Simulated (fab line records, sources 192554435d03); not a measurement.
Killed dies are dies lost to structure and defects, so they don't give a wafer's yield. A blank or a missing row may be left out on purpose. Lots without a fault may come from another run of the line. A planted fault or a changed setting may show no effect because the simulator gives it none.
Chamber matching | flow n5_finfet | N5_BEOL_M0_SAQP_SPACER2_ALD_26 on ald_sin-01: 4 sister chambers
The step deposits SiO2, target thk 15 nm, pulse time 1 s, purge time 2 s. 4 wafers are shown with their chamber, then 12 later ones without.

WAFERS WITH THEIR CHAMBER
wafer  | chamber | heater_power_w (W)
L082.6 | 3       | 410
L086.4 | 0       | 462
L086.5 | 1       | 451
L086.6 | 2       | 491

WAFERS WITHOUT THEIR CHAMBER
wafer  | heater_power_w (W)
L087.3 | 418
L087.4 | 454
L087.6 | 468
L091.1 | 445
L091.3 | 418
L091.6 | 410
L095.2 | 443
L095.4 | 486
L095.6 | 480
L097.2 | 482
L097.3 | 447
L097.5 | 450

WHICH CHAMBER EACH WENT THROUGH
wafer  | from the rows above     | in truth
L087.3 | 3                       | 3
L087.4 | can't be placed: 1 or 0 | 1
L087.6 | can't be placed: 0 or 1 | 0
L091.1 | can't be placed: 1 or 0 | 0
L091.3 | 3                       | 3
L091.6 | 3                       | 3
L095.2 | can't be placed: 1 or 0 | 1
L095.4 | 2                       | 2
L095.6 | can't be placed: 2 or 0 | 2
L097.2 | can't be placed: 2 or 0 | 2
L097.3 | can't be placed: 1 or 0 | 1
L097.5 | can't be placed: 1 or 0 | 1
Placed correctly: 4 of 12. Can't be placed from these rows: 8 (the true chamber is among the candidates in 8). Placed wrongly: 0.
How it was worked out, from the rows above alone: a wafer's distance from a chamber is the root of the sum, over the readings, of the square of ((its reading less the chamber's mean) divided by the reading's scatter). The wafer belongs to the nearest chamber; if the next one is less than 2 further off, it can't be placed. A chamber's mean is the mean of its shown wafers. The scatter: with one shown wafer a chamber, the root of the mean of the squares of how far each hidden wafer lies from its nearest shown one.
